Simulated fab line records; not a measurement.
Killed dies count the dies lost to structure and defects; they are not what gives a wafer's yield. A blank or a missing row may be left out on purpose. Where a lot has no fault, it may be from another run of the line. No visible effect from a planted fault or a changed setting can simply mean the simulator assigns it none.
What tool caused it?	flow n5-finfet	Sampling: 24 lots, 72 wafers, 6 of 1938 route steps

WHAT EACH GAUGE READ, for each wafer
The record lacks any reading of a measuring or inspecting step that a usual standard deviation could be used to judge.

EACH LOT AND THE TOOL THAT RAN IT (in order: tool; ch and the chambers of the sampled wafers; start)
lot	N5_BEOL_M3_HM_OPEN_17	N5_BEOL_M3_STRIP_36	N5_BEOL_M3_ANNEAL_49	N5_BEOL_M3_SPUTTER_92	N5_BEOL_M3_CO_CAP_55	N5_BEOL_M4_PECVD_72
L074	rie-metal-02 ch 0,1, day 7 22:35	rie-diel-02 ch 0,1,3, day 8 00:08	pvd-sputter-01, day 8 02:08	pvd-sputter-01, day 8 03:23	cvd-co-01 ch 0,1,2, day 8 04:50	pecvd-03 ch 0,1,2, day 8 05:11
L075	rie-metal-01 ch 0,1, day 8 08:32	rie-diel-01 ch 1,3, day 8 13:23	pvd-sputter-03, day 8 15:53	pvd-sputter-03, day 8 17:07	cvd-co-01 ch 0,1,2, day 8 18:26	pecvd-04 ch 1,2, day 8 18:47
L076	rie-metal-03 ch 0,1, day 8 10:03	rie-diel-01 ch 0,3, day 8 18:26	pvd-sputter-03, day 8 22:10	pvd-sputter-03, day 8 23:24	cvd-co-01 ch 0,1, day 9 00:43	pecvd-04 ch 0,1,2, day 9 01:05
L077	rie-metal-02 ch 0,1, day 8 10:28	rie-diel-05 ch 0,1,2, day 9 01:41	pvd-sputter-02, day 9 03:42	pvd-sputter-02, day 9 04:56	cvd-co-01 ch 1,2, day 9 06:14	pecvd-04 ch 0,1, day 9 06:37
L078	rie-metal-01 ch 0,1, day 8 14:17	rie-diel-05 ch 0,1, day 9 11:23	pvd-sputter-01, day 9 13:05	pvd-sputter-01, day 9 14:19	cvd-co-02 ch 0,1, day 9 16:01	pecvd-01 ch 1,2, day 9 16:23
L080	rie-metal-03 ch 0,1, day 8 18:50	rie-diel-01 ch 0,3, day 9 11:32	pvd-sputter-02, day 9 14:29	pvd-sputter-02, day 9 15:44	cvd-co-01 ch 0,1,2, day 9 17:22	pecvd-01 ch 1,2, day 9 17:44
L079	rie-metal-01 ch 0,1, day 8 19:14	rie-diel-01 ch 0,2, day 9 15:32	pvd-sputter-02, day 9 19:38	pvd-sputter-02, day 9 20:52	cvd-co-01 ch 1,2, day 9 22:26	pecvd-01 ch 1, day 9 22:50
L081	rie-metal-02 ch 0,1, day 9 01:11	rie-diel-02 ch 0,2, day 9 15:30	pvd-sputter-02, day 9 17:13	pvd-sputter-02, day 9 18:27	cvd-co-01 ch 0,1,2, day 9 20:01	pecvd-03 ch 0,1,2, day 9 20:25
L082	rie-metal-03 ch 0,1, day 9 08:37	rie-diel-05 ch 0,2,3, day 10 05:10	pvd-sputter-02, day 10 07:07	pvd-sputter-02, day 10 08:22	cvd-co-02 ch 1,2, day 10 09:43	pecvd-01 ch 1,2, day 10 10:07
L083	rie-metal-03 ch 0,1, day 10 06:11	rie-diel-05 ch 0,1,3, day 10 11:08	pvd-sputter-01, day 10 12:54	pvd-sputter-01, day 10 14:08	cvd-co-02 ch 0,1,2, day 10 15:26	pecvd-04 ch 0,2, day 10 15:49
L084	rie-metal-02 ch 0,1, day 10 13:04	rie-diel-01 ch 0,3, day 10 14:54	pvd-sputter-01, day 10 16:01	pvd-sputter-01, day 10 17:16	cvd-co-01 ch 1,2, day 10 18:34	pecvd-01 ch 1,2, day 10 18:57
L087	rie-metal-02 ch 0,1, day 11 00:57	rie-diel-02 ch 1,3, day 11 07:55	pvd-sputter-03, day 11 09:49	pvd-sputter-03, day 11 11:04	cvd-co-01 ch 1,2, day 11 12:22	pecvd-01 ch 0,2, day 11 12:43
L086	rie-metal-02 ch 0,1, day 11 01:02	rie-diel-02 ch 1,3, day 11 11:26	pvd-sputter-03, day 11 12:56	pvd-sputter-03, day 11 14:11	cvd-co-01 ch 0,1,2, day 11 15:29	pecvd-01 ch 0,1,2, day 11 15:50
L085	rie-metal-03 ch 1, day 11 01:14	rie-diel-05 ch 0,1,2, day 11 11:28	pvd-sputter-03, day 11 14:47	pvd-sputter-03, day 11 16:01	cvd-co-01 ch 1,2, day 11 17:31	pecvd-01 ch 0,2, day 11 17:53
L089	rie-metal-02 ch 0,1, day 11 13:41	rie-diel-02 ch 1,3, day 11 19:59	pvd-sputter-03, day 11 21:40	pvd-sputter-03, day 11 22:54	cvd-co-01 ch 0,1,2, day 12 00:27	pecvd-01 ch 0,1,2, day 12 00:49
L088	rie-metal-02 ch 0,1, day 11 17:46	rie-diel-02 ch 0,3, day 11 23:20	pvd-sputter-02, day 12 00:48	pvd-sputter-02, day 12 02:02	cvd-co-02 ch 1,2, day 12 03:21	pecvd-03 ch 0,2, day 12 03:43
L090	rie-metal-01 ch 0,1, day 12 00:05	rie-diel-05 ch 1,2, day 12 11:31	pvd-sputter-03, day 12 13:22	pvd-sputter-03, day 12 14:36	cvd-co-01 ch 0,1, day 12 15:54	pecvd-03 ch 0,2, day 12 16:15
L091	rie-metal-02 ch 0, day 12 00:40	rie-diel-02 ch 0,2,3, day 12 10:29	pvd-sputter-01, day 12 12:17	pvd-sputter-01, day 12 13:31	cvd-co-01 ch 0,1,2, day 12 14:49	pecvd-03 ch 0,2, day 12 15:11
L092	rie-metal-02 ch 0,1, day 12 04:56	rie-diel-05 ch 0,3, day 12 19:49	pvd-sputter-01, day 12 21:29	pvd-sputter-01, day 12 22:43	cvd-co-02 ch 0,1,2, day 13 00:02	pecvd-01 ch 0,1,2, day 13 00:23
L093	rie-metal-02 ch 0,1, day 12 07:32	rie-diel-02 ch 1,2,3, day 12 22:57	pvd-sputter-03, day 13 00:28	pvd-sputter-03, day 13 06:37	cvd-co-01 ch 0,1, day 13 08:11	pecvd-04 ch 1,2, day 13 08:32
L094	rie-metal-02 ch 0,1, day 12 15:16	rie-diel-01 ch 0,3, day 12 23:17	pvd-sputter-02, day 13 02:07	pvd-sputter-02, day 13 03:21	cvd-co-02 ch 0,1,2, day 13 04:40	pecvd-03 ch 0,1,2, day 13 05:01
L095	rie-metal-03 ch 1, day 12 17:55	rie-diel-05 ch 1,2,3, day 13 04:52	pvd-sputter-01, day 13 06:11	pvd-sputter-01, day 13 07:25	cvd-co-01 ch 0,2, day 13 09:16	pecvd-01 ch 0,1,2, day 13 09:37
L096	rie-metal-01 ch 0, day 13 06:47	rie-diel-01 ch 1,3, day 13 10:26	pvd-sputter-01, day 13 12:04	pvd-sputter-01, day 13 13:18	cvd-co-02 ch 0,1, day 13 14:41	pecvd-01 ch 0,1,2, day 13 15:02
L097	rie-metal-02 ch 0,1, day 13 15:02	rie-diel-02 ch 0,1,2, day 13 16:38	pvd-sputter-02, day 13 19:00	pvd-sputter-02, day 13 20:14	cvd-co-02 ch 0,2, day 13 21:32	pecvd-01 ch 0,1,2, day 13 21:53
- N5_BEOL_M3_HM_OPEN_17: chemistry Cl2/BCl3, target TiN, target depth 20 nm, overetch 6 nm.
- N5_BEOL_M3_STRIP_36: strips in N2/H2.
- N5_BEOL_M3_ANNEAL_49: time 240 s.
- N5_BEOL_M3_SPUTTER_92: material Cu, target thk 4.5 nm, time 8.29 s.
- N5_BEOL_M3_CO_CAP_55: material Co, precursor CCTBA/H2, target thk 2 nm, time 102.1 s.
- N5_BEOL_M4_PECVD_72: deposits SiO2 from TEOS/O2, target thk 16 nm, time 18 s.

WHAT THE TOOLS THEMSELVES READ (means of the sampled wafers that have a number; where no wafer has one, the mark that the record gives instead)
N5_BEOL_M3_HM_OPEN_17.
lot	tool	drypump-motor-current-A (A)	oes-product-au (a.u.)	throttle-valve-pct (%)
L074	rie-metal-02	5.8	0.69	21.97
L075	rie-metal-01	6.2	0.62	22.37
L076	rie-metal-03	5.2	0.62	22.08
L077	rie-metal-02	5.8	0.69	21.96
L078	rie-metal-01	5.6	0.58	22.30
L080	rie-metal-03	5.2	0.58	22.20
L079	rie-metal-01	6.2	0.62	22.38
L081	rie-metal-02	5.8	0.69	21.96
L082	rie-metal-03	5.2	0.58	22.21
L083	rie-metal-03	5.2	0.61	22.09
L084	rie-metal-02	5.8	0.67	21.97
L087	rie-metal-02	5.8	0.61	22.14
L086	rie-metal-02	5.8	0.67	21.98
L085	rie-metal-03	5.1	0.64	21.98
L089	rie-metal-02	5.8	0.61	22.14
L088	rie-metal-02	5.8	0.66	21.99
L090	rie-metal-01	5.6	0.57	22.31
L091	rie-metal-02	5.7	0.71	21.84
L092	rie-metal-02	5.8	0.62	22.12
L093	rie-metal-02	5.7	0.65	22.01
L094	rie-metal-02	5.8	0.61	22.14
L095	rie-metal-03	5.1	0.63	21.99
L096	rie-metal-01	6.8	0.63	22.48
L097	rie-metal-02	5.8	0.65	21.99

N5_BEOL_M3_STRIP_36.
lot	tool	drypump-motor-current-A (A)	oes-product-au (a.u.)	rf-vpp-V (V)	showerhead-plenum-p-Torr (Torr)	throttle-valve-pct (%)
L074	rie-diel-02	5.8	0.88	57.3	2.65	23.74
L075	rie-diel-01	5.8	0.75	60.2	2.60	23.96
L076	rie-diel-01	6.0	0.85	61.6	2.58	23.61
L077	rie-diel-05	5.7	0.72	57.5	2.52	23.53
L078	rie-diel-05	6.1	0.71	60.1	2.58	23.70
L080	rie-diel-01	6.1	0.84	60.0	2.58	23.76
L079	rie-diel-01	6.2	0.89	59.9	2.62	23.68
L081	rie-diel-02	5.7	0.73	58.5	2.59	23.90
L082	rie-diel-05	5.6	0.69	60.6	2.54	23.64
L083	rie-diel-05	5.9	0.70	59.0	2.58	23.68
L084	rie-diel-01	6.1	0.83	59.7	2.58	23.79
L087	rie-diel-02	6.1	0.88	60.2	2.66	23.68
L086	rie-diel-02	5.9	0.89	60.5	2.62	23.59
L085	rie-diel-05	5.7	0.72	59.3	2.51	23.56
L089	rie-diel-02	5.9	0.88	61.0	2.62	23.60
L088	rie-diel-02	6.0	0.82	59.2	2.67	23.86
L090	rie-diel-05	5.7	0.73	57.9	2.48	23.44
L091	rie-diel-02	6.0	0.75	59.2	2.61	23.85
L092	rie-diel-05	5.9	0.86	58.2	2.59	23.56
L093	rie-diel-02	6.1	0.79	59.1	2.59	23.65
L094	rie-diel-01	6.2	0.81	59.0	2.57	23.81
L095	rie-diel-05	5.6	0.79	59.3	2.50	23.44
L096	rie-diel-01	5.8	0.85	58.6	2.57	23.59
L097	rie-diel-02	5.8	0.74	56.4	2.57	23.75

N5_BEOL_M3_ANNEAL_49.
lot	tool	heater-power-w (W)
L074	pvd-sputter-01	843
L075	pvd-sputter-03	850
L076	pvd-sputter-03	878
L077	pvd-sputter-02	837
L078	pvd-sputter-01	823
L080	pvd-sputter-02	841
L079	pvd-sputter-02	823
L081	pvd-sputter-02	862
L082	pvd-sputter-02	887
L083	pvd-sputter-01	839
L084	pvd-sputter-01	825
L087	pvd-sputter-03	924
L086	pvd-sputter-03	804
L085	pvd-sputter-03	826
L089	pvd-sputter-03	833
L088	pvd-sputter-02	825
L090	pvd-sputter-03	842
L091	pvd-sputter-01	835
L092	pvd-sputter-01	847
L093	pvd-sputter-03	844
L094	pvd-sputter-02	834
L095	pvd-sputter-01	819
L096	pvd-sputter-01	839
L097	pvd-sputter-02	867

N5_BEOL_M3_SPUTTER_92.
lot	tool	chuck-sensor-temp-C (C)	throttle-valve-pct (%)
L074	pvd-sputter-01	-16.1	31.4
L075	pvd-sputter-03	-15.8	29.4
L076	pvd-sputter-03	-15.8	29.0
L077	pvd-sputter-02	-15.5	29.5
L078	pvd-sputter-01	-16.2	31.2
L080	pvd-sputter-02	-15.9	29.6
L079	pvd-sputter-02	-15.8	29.9
L081	pvd-sputter-02	-15.4	29.1
L082	pvd-sputter-02	-15.8	30.0
L083	pvd-sputter-01	-16.1	31.5
L084	pvd-sputter-01	-15.9	31.0
L087	pvd-sputter-03	-15.9	28.9
L086	pvd-sputter-03	-16.2	29.7
L085	pvd-sputter-03	-16.3	29.0
L089	pvd-sputter-03	-16.0	30.0
L088	pvd-sputter-02	-15.7	29.8
L090	pvd-sputter-03	-16.0	29.3
L091	pvd-sputter-01	-16.1	31.2
L092	pvd-sputter-01	-16.2	31.4
L093	pvd-sputter-03	-16.0	29.9
L094	pvd-sputter-02	-15.3	28.7
L095	pvd-sputter-01	-15.8	30.9
L096	pvd-sputter-01	-16.0	31.4
L097	pvd-sputter-02	-15.5	29.3

N5_BEOL_M3_CO_CAP_55.
lot	tool	chamber-pressure-Torr (Torr)	heater-power-w (W)
L074	cvd-co-01	30.02	260
L075	cvd-co-01	29.97	259
L076	cvd-co-01	29.95	275
L077	cvd-co-01	29.96	265
L078	cvd-co-02	29.90	243
L080	cvd-co-01	30.03	259
L079	cvd-co-01	29.99	267
L081	cvd-co-01	30.02	262
L082	cvd-co-02	29.95	227
L083	cvd-co-02	30.03	235
L084	cvd-co-01	30.06	268
L087	cvd-co-01	30.00	247
L086	cvd-co-01	29.90	261
L085	cvd-co-01	29.98	269
L089	cvd-co-01	29.96	259
L088	cvd-co-02	30.03	228
L090	cvd-co-01	30.02	280
L091	cvd-co-01	29.98	260
L092	cvd-co-02	29.99	235
L093	cvd-co-01	30.05	275
L094	cvd-co-02	29.97	234
L095	cvd-co-01	30.02	243
L096	cvd-co-02	29.96	244
L097	cvd-co-02	29.97	247

N5_BEOL_M4_PECVD_72.
lot	tool	chamber-pressure-Torr (Torr)	heater-power-w (W)	showerhead-plenum-p-Torr (Torr)	throttle-valve-pct (%)
L074	pecvd-03	5.510	826	8.83	23.7
L075	pecvd-04	5.499	688	8.81	22.1
L076	pecvd-04	5.491	639	8.77	21.9
L077	pecvd-04	5.493	677	8.73	23.0
L078	pecvd-01	5.490	770	8.84	22.1
L080	pecvd-01	5.496	895	8.80	21.6
L079	pecvd-01	5.502	655	8.87	22.6
L081	pecvd-03	5.502	783	8.85	23.7
L082	pecvd-01	5.506	771	8.84	22.2
L083	pecvd-04	5.505	660	8.81	21.1
L084	pecvd-01	5.495	664	8.83	22.1
L087	pecvd-01	5.498	956	8.80	21.3
L086	pecvd-01	5.497	739	8.85	21.7
L085	pecvd-01	5.488	844	8.85	21.3
L089	pecvd-01	5.497	789	8.85	21.7
L088	pecvd-03	5.505	885	8.85	22.5
L090	pecvd-03	5.506	902	8.84	22.6
L091	pecvd-03	5.504	780	8.79	24.8
L092	pecvd-01	5.510	810	8.85	21.7
L093	pecvd-04	5.493	598	8.76	23.0
L094	pecvd-03	5.504	852	8.84	23.7
L095	pecvd-01	5.518	763	8.85	21.7
L096	pecvd-01	5.500	812	8.85	21.7
L097	pecvd-01	5.510	761	8.83	21.7

THE ANSWER, worked out from the rows above alone
Rule: the usual values come from the lots themselves. Put in order of their means at a reading, lots are off if they are a third of the lots or fewer, leave a main group of 4 or more, and stand apart from it by a gap of 3 or more times the standard deviation of the main group's means; of several such gaps the widest counts. Not used: any main group whose means are identical at the precision the tables above print for the reading. A lot without any number at a reading at which 4 lots or more have one is off too. Any other lot the step has rows for is counted as sound. First the gauges in route order, then the tools' own readings, where a lot's mean is used as printed above. The first step at which some lot is off is used, and at that step the reading that is off furthest; a lot without a number counts as furthest.
No lot is off at any reading shown: from this, nothing can be told.

WHAT THE SIMULATOR HAD INSERTED
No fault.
